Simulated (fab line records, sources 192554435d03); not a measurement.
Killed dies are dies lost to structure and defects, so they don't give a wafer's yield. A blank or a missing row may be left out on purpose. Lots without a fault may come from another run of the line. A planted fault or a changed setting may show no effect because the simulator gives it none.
fab line records | flow n5_finfet
record lots=12 wafers=32 last_day=17
route steps=1938 shown SD_EPI_P@310 ILD0@338 PASSIVATION@1936
lots that met no fault: from a run of the same line without faults
start_h: hours from the record's first day to the start of the lot's first wafer shown | wait_h: hours since the lot's step before | " the same as in the row above | L1.1+2: a row that stands for several wafers | - no value, or no start given | * or withheld: withheld | < > ~ a bound
route shown NAME@n: a module of which the file shows steps, and the number in the route of the first | usual: mean/standard deviation of fault-free wafers | same: alike in all rows | chamber/n: place in a boat | sites: the reading at each site | _std_site: their standard deviation | _edge_site: outer sites' mean less inner sites' | radius_mm: how far each site lies from the wafer's centre | mask NAME#n: copy n | behind: the tool/chamber that last shaped the wafer | hold: why the lot was held/for how many hours/how that ended | device: the transistor (n, p or np) that didn't switch | end of line: the same wafers' tests at the end of the route | a step without rows: its recipe alone | killed: dies lost to structure and defects at the first sort, not the wafer's yield | map: a wafer's dies, x killed, . not, _ none there
set.NAME: the setting as run; set.NAME@STEP: as run at that earlier step | model.NAME: the simulator's own value behind a step, which no gauge read
steps of the route over a sample of lots; a table a step, a row a wafer
services: from which hour (start_h, from the record's first day; less than 0 if before it) a tool's chamber was out of use, for how many hours, and why
## steps
# step N5_SD_EPI_P_ETCHBACK_46
# recipe chemistry=CH3F/O2 mode=anisotropic_etchback target=SiNx target_depth_a=175 stop_on=SiO2 over_etch_frac=0.3 ion_energy_ev=120 pressure_mtorr=30 source_w=395 bias_w=73 Ar_flow_sccm=150 CH3F_flow_sccm=30 O2_flow_sccm=20
# usual CH3F_flow_sccm=29.99/0.082 drypump_motor_current_A=5.6/0.52 oes_product_au=0.67/0.07 rf_vpp_V=292/6.1 showerhead_plenum_p_Torr=1.98/0.088 throttle_valve_pct=16.43/0.23
# columns lot.wafer tool chamber start_h wait_h CH3F_flow_sccm drypump_motor_current_A oes_product_au rf_hours_counter_h rf_vpp_V showerhead_plenum_p_Torr throttle_valve_pct
L753.4 rie_diel-02 3 60.99 0.0 29.96 6.0 0.61 221 303 2.09 16.58
L753.5 " 3 " " 29.91 6.0 0.60 - 303 2.09 16.60
L753.6 " 0 " " 29.88 5.7 0.67 - 298 1.86 16.56
L755.3 rie_diel-03 3 72.67 0.0 29.94 6.4 0.62 200 285 1.89 16.32
L755.6 " 3 " " 29.93 6.5 0.62 - 285 1.89 16.29
L757.1 rie_diel-03 0 85.21 0.0 29.99 6.0 0.61 185 290 2.08 16.32
L757.2 " 2 " " 30.05 5.2 0.78 14 297 1.96 16.33
L758.3 rie_diel-02 0 88.89 0.0 30.08 5.7 0.66 112 296 1.86 16.55
L758.5 " 3 " " 29.94 6.0 0.60 - 303 2.09 16.60
L760.1 rie_diel-06 1 102.18 0.0 29.95 5.4 0.70 73 291 2.12 16.23
L760.3 " 3 " " 29.85 4.7 0.72 67 293 2.01 16.25
L762.2 rie_diel-02 2 113.64 0.0 30.05 5.6 0.75 54 287 1.95 16.23
L762.3 " 1 " " 30.06 5.4 0.62 209 283 1.99 16.81
L762.6 " 2 " " 30.16 5.6 0.75 - 288 1.95 16.26
L763.2 rie_diel-06 1 121.39 0.0 30.00 5.4 0.69 79 290 2.12 16.24
L763.4 " 0 " " 29.95 6.2 0.63 205 301 1.89 16.76
L763.5 " 0 " " 29.85 6.2 0.63 - 302 1.89 16.75
L764.2 rie_diel-02 1 125.63 0.0 29.99 5.5 0.61 213 284 1.99 16.82
L764.3 " 0 " " 29.91 5.7 0.65 124 297 1.86 16.60
L764.6 " 2 " " 30.08 5.6 0.74 - 287 1.94 16.25
L771.2 rie_diel-06 3 166.88 0.0 30.14 4.8 0.71 89 292 2.00 16.30
L771.3 " 1 " " 30.07 5.4 0.68 95 291 2.12 16.26
L771.4 " 1 " " 29.97 5.4 0.68 - 291 2.12 16.27
L773.2 rie_diel-02 1 181.31 0.0 30.13 5.5 0.59 231 283 1.98 16.86
L773.5 " 3 " " 30.05 6.0 0.84 - 305 2.08 16.15
L773.6 " 2 " " 29.98 5.6 0.72 - 287 1.94 16.28
L774.4 rie_diel-03 2 186.48 0.1 30.05 5.3 0.73 - 296 1.95 16.40
L774.5 " 3 " " 30.01 6.5 0.60 - 284 1.87 16.39
L774.6 " 1 " " 30.05 5.0 0.76 - 289 2.12 16.04
L775.2 rie_diel-03 3 196.67 0.0 30.04 6.5 0.59 239 285 1.87 16.39
L775.4 " 1 " " 29.92 5.0 0.75 - 290 2.12 16.05
L775.6 " 2 " " 30.02 5.3 0.72 - 296 1.95 16.41
# step N5_SD_EPI_P_ETCH_16
# recipe chemistry=CHF3/O2 target=SiO2 target_depth_a=50 mask_material=SOC pressure_mtorr=30 source_w=650 bias_w=170 Ar_flow_sccm=200 CHF3_flow_sccm=50 O2_flow_sccm=5 ion_energy_ev=200
# usual drypump_motor_current_A=5.6/0.52 oes_product_au=0.78/0.088 rf_vpp_V=514/11 showerhead_plenum_p_Torr=2.39/0.1 throttle_valve_pct=18.97/0.22
# columns lot.wafer tool chamber start_h wait_h drypump_motor_current_A oes_product_au rf_hours_counter_h rf_vpp_V showerhead_plenum_p_Torr throttle_valve_pct
L753.4 rie_diel-02 3 61.19 0.1 6.0 0.68 221 534 2.51 19.07
L753.5 " 3 " " 6.0 0.68 - 534 2.51 19.09
L753.6 " 0 " " 5.7 0.77 - 524 2.25 19.17
L755.3 rie_diel-03 3 72.87 0.1 6.5 0.71 200 501 2.27 18.81
L755.6 " 3 " " 6.4 0.72 - 501 2.27 18.83
L757.1 rie_diel-03 0 85.41 0.1 5.9 0.70 185 510 2.50 18.83
L757.2 " 2 " " 5.3 0.91 14 522 2.37 18.94
L758.3 rie_diel-02 0 89.09 0.1 5.7 0.76 113 525 2.25 19.16
L758.5 " 3 " " 6.0 0.67 - 533 2.51 19.10
L760.1 rie_diel-06 1 102.38 0.1 5.4 0.83 73 511 2.55 18.79
L760.3 " 3 " " 4.7 0.88 67 517 2.42 18.80
L762.2 rie_diel-02 2 113.84 0.1 5.7 0.87 54 505 2.34 18.78
L762.3 " 1 " " 5.4 0.70 209 499 2.39 19.37
L762.6 " 2 " " 5.7 0.87 - 505 2.34 18.77
L763.2 rie_diel-06 1 121.59 0.1 5.4 0.82 79 511 2.55 18.80
L763.4 " 0 " " 6.2 0.72 205 530 2.28 19.28
L763.5 " 0 " " 6.2 0.73 - 530 2.28 19.27
L764.2 rie_diel-02 1 125.83 0.1 5.4 0.70 213 501 2.39 19.35
L764.3 " 0 " " 5.7 0.76 124 526 2.25 19.19
L764.6 " 2 " " 5.7 0.87 - 506 2.34 18.79
L771.2 rie_diel-06 3 167.08 0.1 4.7 0.85 89 516 2.41 18.84
L771.3 " 1 " " 5.4 0.81 95 511 2.55 18.84
L771.4 " 1 " " 5.4 0.81 - 512 2.55 18.84
L773.2 rie_diel-02 1 181.51 0.1 5.4 0.69 231 500 2.38 19.37
L773.5 " 3 " " 6.0 0.96 - 534 2.50 18.70
L773.6 " 2 " " 5.7 0.83 - 503 2.33 18.80
L774.4 rie_diel-03 2 186.65 0.0 5.3 0.84 - 522 2.36 19.01
L774.5 " 3 " " 6.5 0.68 - 503 2.26 18.88
L774.6 " 1 " " 5.0 0.87 - 509 2.56 18.62
L775.2 rie_diel-03 3 196.87 0.1 6.5 0.69 239 502 2.26 18.89
L775.4 " 1 " " 5.0 0.87 - 509 2.55 18.63
L775.6 " 2 " " 5.3 0.84 - 522 2.36 19.03
# step N5_ILD0_CMP_03
# recipe stop_on=SiNx t_overpolish_s=1.9 post_cmp_clean=alkaline_brush down_force_psi=4.1491 platen_rpm=51.796 pad_velocity_m_s=1.0306 target_thk_nm=197.38
# usual motor_current_A=12.7/1.3 overpolish_run_s=1.901/0.0092 platen_rpm=51.79/0.034 time_to_endpoint_s=69/4.7
# columns lot.wafer tool chamber start_h wait_h motor_current_A overpolish_run_s platen_rpm time_to_endpoint_s
L753.4 cmp-03 0 67.75 0.1 14.4 1.890 51.80 73
L753.6 " 1 " " 12.4 1.897 51.75 62
L753.5 " 2 " " 13.2 1.897 51.79 65
L755.3 cmp-03 0 79.45 0.1 13.8 1.899 51.81 65
L755.6 " 2 " " 12.9 1.901 51.81 59
L757.1 cmp-04 2 93.11 0.0 14.4 1.909 51.76 69
L757.2 " 0 " " 12.4 1.893 51.83 68
L758.3 cmp-03 3 96.71 0.1 14.6 1.897 51.84 70
L758.5 " 2 " " 13.7 1.892 51.76 63
L760.3 cmp-03 3 108.88 0.1 14.5 1.904 51.77 73
L760.1 " 0 " " 13.4 1.910 51.78 75
L762.3 cmp-01 1 120.33 0.0 12.6 1.899 51.83 73
L762.2 " 2 " " 10.8 1.896 51.84 67
L762.6 " 2 " " 11.1 1.905 51.77 74
L763.4 cmp-04 0 128.91 0.0 12.7 1.905 49.69 72
L763.2 " 2 " " 15.1 1.885 49.75 69
L763.5 " 0 " " 12.5 1.907 49.77 75
L764.3 cmp-04 2 132.28 0.1 14.7 1.905 49.71 73
L764.2 " 3 " " 14.3 1.889 49.72 68
L764.6 " 2 " " 13.7 1.906 49.72 71
L771.4 cmp-01 1 173.35 0.0 11.6 1.912 51.76 71
L771.3 " 2 " " 10.5 1.903 51.70 68
L771.2 " 0 " " 12.7 1.888 51.81 64
L773.2 cmp-03 0 188.13 0.1 13.7 1.890 51.83 77
L773.6 " 1 " " 13.1 1.903 51.81 66
L773.5 " 2 " " 13.4 1.894 51.86 67
L774.4 cmp-01 2 195.01 0.1 10.8 1.920 51.79 66
L774.5 " 0 " " 12.3 1.899 51.83 65
L774.6 " 1 " " 11.5 1.910 51.83 68
L775.2 cmp-01 0 203.56 0.1 12.3 1.906 51.79 62
L775.4 " 2 " " 10.3 1.896 51.78 67
L775.6 " 3 " " 12.5 1.889 51.80 68
# step N5_ILD0_CMP_12
# recipe stop_on=poly-Si material=SiNx t_overpolish_s=6 post_cmp_clean=alkaline_brush down_force_psi=2.5 platen_rpm=51.8 pad_velocity_m_s=1.0307 target_thk_nm=17.67
# usual motor_current_A=9.5/0.89 overpolish_run_s=6.002/0.0095 platen_rpm=51.81/0.036 time_to_endpoint_s=28/3.8
# columns lot.wafer tool chamber start_h wait_h motor_current_A overpolish_run_s platen_rpm time_to_endpoint_s
L753.4 cmp-04 0 71.25 1.2 8.9 6.001 51.82 28
L753.6 " 2 " " 10.7 6.001 51.89 26
L753.5 " 3 " " 10.3 6.016 51.81 21
L755.3 cmp-04 0 82.91 1.1 8.9 6.007 51.83 29
L755.6 " 1 " " 7.8 5.998 51.84 32
L757.2 cmp-03 1 97.43 1.5 9.3 6.004 51.79 26
L757.1 " 3 " " 9.8 6.017 51.84 33
L758.3 cmp-03 3 100.49 1.2 11.2 6.010 51.82 32
L758.5 " 1 " " 8.9 6.006 51.79 24
L760.1 cmp-03 0 112.71 1.3 10.4 5.997 51.82 33
L760.3 " 1 " " 8.8 6.021 51.82 22
L762.2 cmp-03 0 123.87 1.1 10.4 6.002 51.84 32
L762.3 " 1 " " 9.0 6.013 51.80 23
L762.6 " 0 " " 9.8 6.006 51.81 33
L763.2 cmp-01 3 132.47 1.1 9.0 6.010 51.81 33
L763.4 " 2 " " 8.1 6.001 51.79 31
L763.5 " 3 " " 9.2 6.008 51.81 34
L764.2 cmp-01 0 135.88 1.2 8.6 6.002 51.76 24
L764.3 " 2 " " 7.9 6.014 51.77 27
L764.6 " 1 " " 8.4 6.007 51.82 29
L771.4 cmp-01 3 176.88 1.1 9.3 5.997 51.85 31
L771.3 " 0 " " 8.8 5.988 51.75 25
L771.2 " 1 " " 8.5 5.996 51.82 28
L773.2 cmp-03 3 191.75 1.2 10.9 5.994 51.90 34
L773.5 " 1 " " 8.7 6.000 51.77 24
L773.6 " 2 " " 9.9 6.013 51.82 23
L774.4 cmp-04 0 198.58 1.2 9.5 6.010 51.80 29
L774.6 " 1 " " 7.8 6.000 51.78 31
L774.5 " 2 " " 10.4 6.016 51.78 29
L775.2 cmp-03 3 207.10 1.2 10.4 6.003 51.91 30
L775.4 " 0 " " 10.3 5.995 51.84 31
L775.6 " 3 " " 10.3 5.975 51.77 31
# step N5_PASSIVATION_PROBE_49
# usual killed_at_M0_to_M3=32/9.3 killed_at_M4_up=14/4.9 killed_at_contacts=15/7.5 killed_at_front_end=40/11 killed_at_other=4/3.3 killed_dies=104/17 killed_open=68/14 killed_short=33/7.9
# same gross_dies=1180 killed_at_back_side=0
# columns lot.wafer tool chamber start_h wait_h killed_at_M0_to_M3 killed_at_M4_up killed_at_contacts killed_at_front_end killed_at_other killed_dies killed_open killed_short
L763.4 prober-02 - 325.01 0.2 26 13 11 61 9 120 61 38
# killed by level:class
L763.4 HKMG_FIN:area_etch=17 FIN_SAQP:geometric_particle:short=15 FIN_SAQP:geometric_particle:open=11 MOL_CONTACT_COAG:geometric_particle:open=10 STI_FIN_REVEAL:geometric_particle:open=8 BEOL_M0_SAQP:geometric_particle:open=6 BEOL_M3:geometric_particle:open=6 GATE_CUT:geometric_particle:short=4
## services
# columns tool chamber start_h hours kind
rie_diel-03 - 48.55 2.8 pm
rie_diel-03 - 51.49 0.5 repair
cmp-01 - 62.88 1.3 repair
rie_diel-03 1 68.41 - clean
rie_diel-06 1 70.09 4.3 repair
cmp-01 - 77.63 3.9 repair
cmp-03 - 84.39 5.3 pm
cmp-01 - 91.16 17.3 pm
rie_diel-06 - 98.98 0.4 repair
rie_diel-03 0 115.96 8.9 repair
cmp-03 - 128.69 10.4 pm
cmp-01 - 141.81 1.9 repair
cmp-04 - 145.70 4.9 pm
rie_diel-02 3 159.07 - clean
rie_diel-02 3 159.07 - consumable_replace:focus_ring
rie_diel-02 3 159.07 16.3 scheduled_down
rie_diel-02 3 159.07 16.3 vent_cycle
rie_diel-06 0 163.38 9.6 repair
cmp-03 - 165.98 4.6 repair
cmp-04 - 184.76 10.6 repair
cmp-01 - 187.15 1.7 repair
cmp-03 - 195.14 4.0 pm
cmp-03 - 199.14 - consumable_replace:conditioner
cmp-03 - 199.14 - consumable_replace:pad
## key
first_sign step=N5_ILD0_CMP_03 reading=platen_rpm direction=down sigmas=61 usual=51.79 struck=49.73
effect none on later readings
met_at N5_ILD0_CMP_03
struck_lots L763,L764
tester_left_out L763,L764
baseline_loss step=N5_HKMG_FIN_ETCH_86 wafers=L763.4
not_acting_at N5_SD_EPI_P_ETCHBACK_46,N5_SD_EPI_P_ETCH_16,N5_ILD0_CMP_12
onset_between 93.11 128.91
fault kind=process_parameter_drift tool=cmp-04 chamber=- onset_h=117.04 steps=N5_ILD0_CMP_03 channel=platen_rpm offset=-2.0718 shape=step end_h=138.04 acts_in=these_recipes_only stated=51.796
# tester_left_out: of these lots the tester's yield and bins aren't shown, on N5 and GAA mostly nor the transistor test; their killed dies are dies lost to structure and defects alone, not to doping, threshold or leakage, so they don't give the yield
# baseline_loss: these wafers lose ten dies or more at that step, a loss of the line's own and not of a fault; the sort's usual values leave them out
